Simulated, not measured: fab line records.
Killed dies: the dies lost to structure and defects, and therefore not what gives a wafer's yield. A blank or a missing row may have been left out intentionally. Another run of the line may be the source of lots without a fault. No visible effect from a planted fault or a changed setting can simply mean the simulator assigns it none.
Struck lot and sound lot, side by side | flow nandHarc | 14 steps out of a route of 1302
Sound: the wafers L683.1, L683.2, L683.5. Wafers L676.3, L676.4, L676.5 were the ones struck. The cause is given at the end.
For every step that has rows: the tool of each side, followed by ch and its chambers, followed by its first start. Under that, the readings that differ: sound wafers | struck wafers | difference of the means | sigmas: that difference in standard deviations of wafers without a fault.
alike: readings with means less than 2 such deviations apart, plus words and numbers identical on both sides. not compared: withheld readings, readings lacking a value on some wafer, bounds such as >300 that could conceal the same value, and numbers that have no deviation in the record and whose values overlap.
Wherever a step has rows on one side only, a row that says differs or no value, or a row with sigmas, the two part there. When numbers do not overlap yet have no deviation, they are printed without sigmas and do not part them. A reading that every wafer of one side lacks parts them only if that side has two wafers or more.

NHARC_A_M1_DEGAS_29: time 60 s.
  sound on pvdSputter-03, day 30 21:50; struck on pvdSputter-03, day 27 20:14
  alike: heaterPowerW
NHARC_A_M1_PRE_CLEAN_30: time 30 s.
  sound on pvdSputter-03; struck on pvdSputter-03
  alike: heaterPowerW
NHARC_A_M1_PVD_20: deposits TaN, target thk 5 nm, time 8.06 s.
  sound on pvdSputter-03; struck on pvdSputter-03
  alike: throttleValvePct
then, 2 steps without rows for these wafers: NHARC_A_M1_PVD_21 (deposits Cu, target thk 30 nm, time 20.49 s); NHARC_A_M1_ECD_22 (material Cu, target thk 400 nm).
NHARC_A_M1_ANNEAL_31: time 90 s.
  sound on rtpAnneal-01 ch 0, day 30 22:34; struck on rtpAnneal-01 ch 0, day 27 21:06
reading          | sound                | struck               | difference | sigmas
wafer_temp_C_max | 226.51 226.08 226.08 | 225.69 225.54 225.47 | -0.66      | -3
then, 1 step without rows for these wafers: NHARC_A_M1_CMP_23 (polishes, t overpolish 20 s, target thk 154.34 nm).
NHARC_A_M1_THK_MEAS_24: measures by xrf.
  sound on filmMetro-01, day 30 23:13; struck on filmMetro-02, day 27 21:40
  alike: thkNm
next, for these wafers, 1 step has no rows: NHARC_A_M1_SRD_25.
NHARC_A_M1_INSPECT_27:
  sound on defectInspect-01, day 30 23:22; struck on defectInspect-01, day 27 21:52
  alike: rawDefectCount
then, 1 step without rows for these wafers: NHARC_A_M1_PRE_CLEAN_32 (time 12 s).
NHARC_A_M1_DEP_33: deposits SiCN, target thk 30 nm.
  sound on pecvd-04 ch 0,1, day 30 23:31; struck on pecvd-02 ch 1,2, day 27 22:05
  no value came back on the struck wafers for chamberPressureTorr (Torr), heaterPowerOuterW (W), heaterPowerW (W); on the sound wafers chamberPressureTorr (Torr) reads 2.993 2.993 2.999
NHARC_A_BONDPAD_DEP_00: deposits SiCN, target thk 250 nm.
  sound on pecvd-01 ch 0,1,2, day 31 00:07; struck on pecvd-03 ch 0,2, day 27 22:46
  alike: chamberPressureTorr, heaterPowerOuterW, heaterPowerW
next, for these wafers, 1 step has no rows: NHARC_END_SORT_01.

## WHERE THEY PART
At NHARC_A_M1_ANNEAL_31 first; at NHARC_A_M1_DEP_33 last (within this record only). Later steps at which nothing parts them and some readings are alike: NHARC_A_BONDPAD_DEP_00.

WHY: what the simulator had put in
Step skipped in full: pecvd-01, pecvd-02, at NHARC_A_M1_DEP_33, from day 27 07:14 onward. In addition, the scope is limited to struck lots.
